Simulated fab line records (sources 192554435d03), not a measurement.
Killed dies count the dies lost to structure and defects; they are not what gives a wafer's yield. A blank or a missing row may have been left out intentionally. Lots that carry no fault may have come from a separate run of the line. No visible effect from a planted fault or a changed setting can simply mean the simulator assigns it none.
Chamber matching    flow n5Finfet    N5_BEOL_M8_DEP_56 on pecvd-04 has 3 sister chambers
The step deposits SiCN from 3MS/NH3, target thk 10 nm, time 17.5 s. 6 wafers are shown with their chamber, then 8 later ones without.

WAFERS, EACH WITH ITS CHAMBER
wafer   chamber  showerheadPlenumPTorr (Torr)  throttleValvePct (%)
L076.5  1        3.690                         9.4
L084.5  1        3.687                         9.5
L089.3  0        3.662                         8.6
L089.4  2        3.659                         8.6
L089.6  0        3.657                         8.7
L091.1  2        3.674                         9.5

WAFERS WHOSE CHAMBER IS MISSING
wafer   showerheadPlenumPTorr (Torr)  throttleValvePct (%)
L091.2  3.658                         8.9
L091.3  3.682                         9.2
L091.4  3.663                         8.8
L091.5  3.667                         9.3
L091.6  3.690                         9.5
L095.2  3.663                         8.9
L095.5  3.660                         8.8
L095.6  3.664                         9.2

WHICH CHAMBER EACH ONE RAN IN
wafer   from the rows above      in truth
L091.2  can't be placed: 0 or 2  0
L091.3  can't be placed: 1 or 2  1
L091.4  can't be placed: 0 or 2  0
L091.5  can't be placed: 2 or 0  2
L091.6  1                        1
L095.2  can't be placed: 2 or 0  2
L095.5  can't be placed: 0 or 2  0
L095.6  can't be placed: 2 or 0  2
1 of 8 placed correctly. Cannot be placed on the basis of these rows: 7; the candidates contain the true chamber in 7. 0 placed wrongly.
How it was worked out, from the rows above alone: a wafer's distance from a chamber is the root of the sum, over the readings, of the square of ((its reading less the chamber's mean) divided by the reading's scatter). If the next closest chamber is less than 2 further off than the closest, the wafer can't be placed; otherwise it belongs to the closest. The mean given for a chamber averages the wafers shown for that chamber. The scatter: take each reading less its chamber's mean, square it, sum over the shown wafers, divide by the number of wafers less the number of chambers, and take the root.
